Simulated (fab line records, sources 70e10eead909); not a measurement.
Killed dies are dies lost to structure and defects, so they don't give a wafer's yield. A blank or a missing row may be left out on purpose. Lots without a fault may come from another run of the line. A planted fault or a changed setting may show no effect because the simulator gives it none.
fab line records | flow nand_harc
record lots=13 wafers=39 last_day=24
route steps=1159 shown A_CONTACT@884 THIN_TSV@1137 END@1158
lots that met no fault: from a run of the same line without faults
start_h: hours from the record's first day to the start of the lot's first wafer shown | wait_h: hours since the lot's step before | " the same as in the row above | L1.1+2: a row that stands for several wafers | - no value, or no start given | * or withheld: withheld | < > ~ a bound
route shown NAME@n: a module of which the file shows steps, and the number in the route of the first | usual: mean/standard deviation of fault-free wafers | same: alike in all rows | chamber/n: place in a boat | sites: the reading at each site | _std_site: their standard deviation | _edge_site: outer sites' mean less inner sites' | radius_mm: how far each site lies from the wafer's centre | mask NAME#n: copy n | behind: the tool/chamber that last shaped the wafer | hold: why the lot was held/for how many hours/how that ended | device: the transistor (n, p or np) that didn't switch | end of line: the same wafers' tests at the end of the route | a step without rows: its recipe alone | killed: dies lost to structure and defects at the first sort, not the wafer's yield | map: a wafer's dies, x killed, . not, _ none there
set.NAME: the setting as run; set.NAME@STEP: as run at that earlier step | model.NAME: the simulator's own value behind a step, which no gauge read
steps of the route over a sample of lots; a table a step, a row a wafer
services: from which hour (start_h, from the record's first day; less than 0 if before it) a tool's chamber was out of use, for how many hours, and why
## steps
# step NHARC_A_CONTACT_DEP_57
# recipe target_thk_a=28000 temp_c=400 material=aC
# usual throttle_valve_pct=35.001/0.0093
# columns lot.wafer tool chamber start_h wait_h throttle_valve_pct
L599.2 acl_dep-02 0 367.52 - 35.004
L599.3 " 0 " " 35.000
L599.4 " 0 " " 34.997
L598.1 acl_dep-01 0 375.76 - 35.005
L598.4 " 0 " " 35.015
L598.5 " 0 " " 35.004
L608.1 acl_dep-02 0 429.25 - 35.005
L608.2 " 0 " " 35.010
L608.4 " 0 " " 35.010
L609.1 acl_dep-02 0 443.08 - 34.995
L609.2 " 0 " " 35.004
L609.3 " 0 " " 34.993
L611.1 acl_dep-03 0 444.82 - 34.999
L611.4 " 0 " " 34.998
L611.6 " 0 " " 34.981
L610.1 acl_dep-03 0 448.49 - 35.005
L610.3 " 0 " " 35.000
L610.6 " 0 " " 34.987
L614.1 acl_dep-03 0 463.66 - 34.984
L614.3 " 0 " " 34.984
L614.4 " 0 " " 35.002
L615.2 acl_dep-01 0 463.85 - 35.023
L615.4 " 0 " " 35.013
L615.5 " 0 " " 35.018
L613.2 acl_dep-03 0 467.90 - 35.006
L613.3 " 0 " " 34.990
L613.5 " 0 " " 34.996
L616.3 acl_dep-03 0 473.54 - 35.000
L616.5 " 0 " " 35.005
L616.6 " 0 " " 34.992
L618.1 acl_dep-03 0 487.36 - 35.012
L618.3 " 0 " " 34.992
L618.5 " 0 " " 34.987
L620.3 acl_dep-03 0 497.79 - 35.003
L620.4 " 0 " " 35.019
L620.6 " 0 " " 35.004
L619.2 acl_dep-01 0 500.48 - 34.992
L619.3 " 0 " " 34.985
L619.5 " 0 " " 34.992
# step NHARC_THIN_TSV_PRE_CLEAN_54
# recipe time_s=30 temp_c=280 gas=H2/He
# usual heater_power_w=412/31
# columns lot.wafer tool chamber start_h wait_h heater_power_w
L599.2 pvd_sputter-03 - 437.86 0.1 432
L599.3 " - " " 379
L599.4 " - " " 384
L598.4 pvd_sputter-01 - 439.76 0.0 402
L598.1 " - " " 447
L598.5 " - " " 408
L611.1 pvd_sputter-02 - 497.68 0.1 427
L611.4 " - " " 446
L611.6 " - " " 419
L610.3 pvd_sputter-03 - 500.21 0.1 410
L610.1 " - " " 435
L610.6 " - " " 420
L614.4 pvd_sputter-03 - 521.30 0.1 392
L614.3 " - " " 376
L614.1 " - " " 410
L613.2 pvd_sputter-02 - 522.76 0.1 408
L613.3 " - " " 463
L613.5 " - " " 371
L616.3 pvd_sputter-03 - 531.62 0.2 368
L616.6 " - " " 412
L616.5 " - " " 387
L615.2 pvd_sputter-01 - 532.41 0.1 410
L615.4 " - " " 441
L615.5 " - " " 441
L618.1 pvd_sputter-03 - 541.19 0.0 449
L618.3 " - " " 380
L618.5 " - " " 441
L620.4 pvd_sputter-01 - 546.32 0.1 447
L620.3 " - " " 423
L620.6 " - " " 409
L619.3 pvd_sputter-03 - 550.61 0.0 431
L619.2 " - " " 354
L619.5 " - " " 433
# step NHARC_THIN_TSV_STRIP_56
# recipe power_w=1500 temp_c=250 chemistry=O2
# usual drypump_motor_current_A=5.6/0.33 heater_power_w=346/14
# columns lot.wafer tool chamber start_h wait_h drypump_motor_current_A heater_power_w rf_hours_counter_h
L599.2 plasma_asher-01 0 439.47 0.1 5.2 348 55
L599.4 " 0 " " 5.2 355 -
L599.3 " 1 " " 5.7 358 -
L598.1 plasma_asher-01 1 441.49 0.1 5.7 353 56
L598.4 " 1 " " 5.7 351 -
L598.5 " 0 " " 5.2 345 -
L611.1 plasma_asher-02 0 499.38 0.1 5.5 323 44
L611.4 " 0 " " 5.5 331 -
L611.6 " 0 " " 5.5 334 -
L610.1 plasma_asher-01 1 502.27 0.4 5.7 363 14
L610.3 " 0 " " 5.2 341 -
L610.6 " 0 " " 5.2 351 -
L614.1 plasma_asher-01 1 523.03 0.1 5.7 380 22
L614.4 " 0 " " 5.2 351 -
L614.3 " 1 " " 5.7 367 -
L613.2 plasma_asher-02 1 524.50 0.1 6.1 324 52
L613.3 " 1 " " 6.1 335 -
L613.5 " 0 " " 5.4 339 -
L616.3 plasma_asher-01 0 533.53 0.2 5.2 346 -
L616.6 " 1 " " 5.7 368 -
L616.5 " 0 " " 5.3 337 -
L615.2 plasma_asher-02 1 534.11 0.1 6.1 333 56
L615.4 " 0 " " 5.5 325 -
L615.5 " 0 " " 5.5 332 -
L618.1 plasma_asher-01 0 543.11 0.4 5.2 352 30
L618.3 " 0 " " 5.2 339 -
L618.5 " 0 " " 5.2 338 -
L620.4 plasma_asher-02 1 548.15 0.2 6.1 342 -
L620.3 " 0 " " 5.5 332 -
L620.6 " 1 " " 6.1 342 -
L619.2 plasma_asher-01 1 552.65 0.2 5.7 368 36
L619.3 " 0 " " 5.2 353 -
L619.5 " 0 " " 5.2 353 -
# step NHARC_END_WLT_00
# usual VT_DECK1_BOTTOM=0.872/0.0067 VT_DECK1_BOTTOM_INNER=0.872/0.0068 VT_DECK1_MEDIAN_NEAR_BOTTOM=0.873/0.0063 VT_DECK1_MEDIAN_NEAR_BOTTOM_INNER=0.874/0.007 VT_DECK1_MIDDLE=0.885/0.0067 VT_DECK1_MIDDLE_INNER=0.885/0.006 VT_DECK1_TOP=0.895/0.0059 VT_DECK1_TOP_INNER=0.896/0.0058
# columns lot.wafer tool chamber start_h wait_h VT_DECK1_BOTTOM VT_DECK1_BOTTOM_INNER VT_DECK1_MEDIAN_NEAR_BOTTOM VT_DECK1_MEDIAN_NEAR_BOTTOM_INNER VT_DECK1_MIDDLE VT_DECK1_MIDDLE_INNER VT_DECK1_TOP VT_DECK1_TOP_INNER
L599.2 prober-02 - 451.40 8.4 0.874 0.870 0.877 0.876 0.887 0.874 0.894 0.892
L599.3 " - " " 0.871 0.869 0.873 0.868 0.882 0.884 0.892 0.892
L599.4 " - " " 0.866 0.871 0.870 0.870 0.876 0.883 0.896 0.898
L598.1 prober-01 - 456.43 10.0 0.865 0.872 0.868 0.864 0.879 0.891 0.903 0.901
L598.4 " - 457.91 11.4 0.877 0.877 0.870 0.876 0.891 0.889 0.904 0.902
L598.5 " - " " 0.868 0.869 0.868 0.872 0.888 0.886 0.901 0.909
L611.1 prober-01 - 506.73 0.0 0.863 0.862 0.863 0.863 0.868 0.875 0.889 0.882
L611.4 " - 508.23 1.5 0.865 0.856 0.862 0.860 0.870 0.876 0.887 0.892
L611.6 " - " " 0.865 0.861 0.862 0.867 0.871 0.877 0.884 0.888
L610.1 prober-01 - 514.49 7.8 0.874 0.872 0.866 0.878 0.880 0.882 0.886 0.887
L610.3 " - 515.50 8.8 0.863 0.863 0.869 0.868 0.888 0.875 0.887 0.887
L610.6 " - 517.00 10.3 0.860 0.853 0.852 0.857 0.882 0.872 0.891 0.885
L614.1 prober-01 - 528.27 0.0 0.880 0.883 0.882 0.873 0.887 0.889 0.902 0.901
L614.3 " - 529.27 1.0 0.872 0.870 0.877 0.876 0.885 0.885 0.903 0.901
L614.4 " - " " 0.875 0.880 0.870 0.876 0.891 0.884 0.895 0.898
L613.2 prober-02 - 528.79 0.6 0.857 0.856 0.863 0.871 0.876 0.879 0.889 0.880
L613.3 " - " " 0.867 0.872 0.873 0.871 0.885 0.885 0.893 0.893
L613.5 " - 530.29 2.1 0.863 0.868 0.875 0.867 0.879 0.882 0.888 0.899
L615.2 prober-01 - 538.94 0.5 0.870 0.872 0.865 0.880 0.894 0.893 0.896 0.897
L615.4 " - 539.95 1.6 0.877 0.871 0.876 0.878 0.882 0.888 0.896 0.894
L615.5 " - " " 0.869 0.863 0.863 0.866 0.889 0.881 0.889 0.890
L616.3 prober-02 - 539.45 1.1 0.874 0.876 0.874 0.884 0.889 0.893 0.901 0.901
L616.5 " - 540.45 2.1 0.880 0.878 0.878 0.873 0.897 0.882 0.906 0.910
L616.6 " - " " 0.873 0.878 0.872 0.877 0.889 0.889 0.902 0.901
L618.1 prober-01 - 547.25 0.0 0.878 0.873 0.879 0.877 0.882 0.881 0.888 0.898
L618.3 " - 548.26 1.1 0.864 0.864 0.876 0.871 0.884 0.875 0.893 0.892
L618.5 " - 549.26 2.1 0.870 0.871 0.875 0.872 0.883 0.886 0.893 0.892
L620.3 prober-02 - 556.05 2.7 0.870 0.882 0.870 0.869 0.887 0.883 0.894 0.902
L620.4 " - " " 0.873 0.870 0.876 0.868 0.882 0.883 0.899 0.902
L620.6 " - 557.55 4.2 0.891 0.877 0.878 0.876 0.889 0.892 0.895 0.895
L619.2 prober-01 - 563.26 5.7 0.881 0.880 0.883 0.884 0.890 0.890 0.906 0.901
L619.3 " - " " 0.882 0.874 0.884 0.880 0.891 0.892 0.909 0.910
L619.5 " - " " 0.873 0.877 0.871 0.870 0.888 0.892 0.905 0.899
# step NHARC_END_SORT_01
# recipe temp_c=25
# usual killed_at_array=27/9.9 killed_at_other=0.5/0.76 killed_at_periphery=3.4/2.2 killed_dies=31/10 killed_open=3.3/2 killed_short=2.0/1.5
# same gross_dies=677
# columns lot.wafer tool chamber start_h wait_h killed_at_array killed_at_other killed_at_periphery killed_dies killed_open killed_short
L608.1 prober-01 0 492.84 2.5 472 3 6 481 4 0
L608.2 prober-01 0 493.63 2.8 432 1 5 438 1 1
L608.4 prober-01 0 495.22 3.4 439 0 5 444 3 1
L609.1 prober-02 0 509.64 2.4 410 2 7 419 2 3
L609.2 prober-02 0 510.45 2.7 438 0 3 441 2 2
L609.3 prober-02 0 511.26 3.1 455 0 4 459 5 0
# killed by level:class
L608.1 A_CONTACT:area_dep=462 A_CHANNEL_HOLE_D1:chamber_film_flake=4 P_STI:chamber_film_flake=3 THIN_TSV:chamber_film_flake=3 P_GATE:chamber_film_flake=2 A_STAIRCASE:chamber_film_flake=2 P_M0:geometric_particle:open=1 A_CHANNEL_FILL_D1:geometric_particle:open=1
L608.2 A_CONTACT:area_dep=423 A_CHANNEL_HOLE_D1:chamber_film_flake=5 A_STAIRCASE:chamber_film_flake=3 P_STI:chamber_film_flake=2 P_GATE:geometric_particle:short=1 P_CONTACT:geometric_particle:open=1 P_ZERO_WELL:chamber_film_flake=1 A_CONTACT:chamber_film_flake=1
L608.4 A_CONTACT:area_dep=426 A_CONTACT:chamber_film_flake=5 P_M1:chamber_film_flake=3 A_CHANNEL_HOLE_D1:chamber_film_flake=2 A_CHANNEL_HOLE_D1:geometric_particle:open=1 A_BLC:geometric_particle:open=1 A_M0:geometric_particle:short=1 A_M0:geometric_particle:open=1
L609.1 A_CONTACT:area_dep=378 A_CHANNEL_HOLE_D1:chamber_film_flake=19 A_STAIRCASE:chamber_film_flake=5 P_GATE:chamber_film_flake=4 P_M0:chamber_film_flake=2 A_CONTACT:chamber_film_flake=2 THIN_TSV:chamber_film_flake=2 P_CONTACT:geometric_particle:short=1
L609.2 A_CONTACT:area_dep=409 A_CHANNEL_HOLE_D1:chamber_film_flake=17 A_STAIRCASE:chamber_film_flake=6 P_M0:chamber_film_flake=2 A_SLIT:chamber_film_flake=2 P_M1:geometric_particle:open=1 A_WL_FILL:geometric_particle:short=1 A_WL_FILL:geometric_particle:open=1
L609.3 A_CONTACT:area_dep=425 A_CHANNEL_HOLE_D1:chamber_film_flake=17 A_STAIRCASE:chamber_film_flake=8 P_M0:chamber_film_flake=3 A_CONTACT:geometric_particle:open=2 P_GATE:geometric_particle:open=1 A_WL_FILL:geometric_particle:open=1 A_BLC:geometric_particle:open=1
## services
# columns tool chamber start_h hours kind
pvd_sputter-02 - 347.63 0.6 repair
acl_dep-02 - 352.25 13.0 pm
plasma_asher-02 - 360.11 9.0 pm
plasma_asher-02 0 360.11 9.0 vent_cycle
plasma_asher-02 1 360.11 9.0 vent_cycle
plasma_asher-02 0 369.11 - clean
plasma_asher-02 1 369.11 - clean
pvd_sputter-03 - 390.14 4.9 repair
pvd_sputter-02 - 392.07 10.0 pm
pvd_sputter-01 - 401.66 1.2 repair
acl_dep-03 - 407.08 13.0 pm
plasma_asher-01 - 453.00 9.0 pm
plasma_asher-01 0 453.00 9.0 vent_cycle
plasma_asher-01 1 453.00 9.0 vent_cycle
pvd_sputter-03 - 458.00 10.0 pm
plasma_asher-01 0 462.00 - clean
plasma_asher-01 1 462.00 - clean
plasma_asher-02 - 462.53 0.7 repair
acl_dep-01 - 476.28 13.0 pm
acl_dep-03 - 504.05 3.2 repair
plasma_asher-02 - 511.88 3.3 repair
pvd_sputter-01 - 514.20 10.0 pm
acl_dep-02 - 533.49 13.0 pm
plasma_asher-02 - 537.14 9.0 pm
## key
first_sign step=NHARC_END_SORT_01 reading=killed_at_array direction=up sigmas=42 usual=27 struck=441
effect step=NHARC_END_SORT_01 reading=killed_dies direction=up sigmas=42 usual=31 struck=447
more_kills_born_at NHARC_A_CONTACT_DEP_57@acl_dep-02=2523
met_at NHARC_A_CONTACT_DEP_57
struck_lots L608,L609
struck_wafers L608.1,L608.2,L608.4,L609.1,L609.2,L609.3
later_rows_left_out L608.1,L608.2,L608.4,L609.1,L609.2,L609.3
tester_left_out L608,L609
not_acting_at NHARC_THIN_TSV_PRE_CLEAN_54,NHARC_THIN_TSV_STRIP_56,NHARC_END_WLT_00
onset_between 367.52 429.25
fault kind=process_parameter_drift tool=acl_dep-02 chamber=0 onset_h=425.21 steps=NHARC_A_CONTACT_DEP_57 channel=target_thk_a offset=* shape=step end_h=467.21 acts_in=* stated=*
# tester_left_out: of these lots the tester's yield and bins aren't shown, on N5 and GAA mostly nor the transistor test; their killed dies are dies lost to structure and defects alone, not to doping, threshold or leakage, so they don't give the yield
# later_rows_left_out: the simulator's readings of these wafers behind a module that went badly wrong aren't trusted and aren't shown, but for the sort
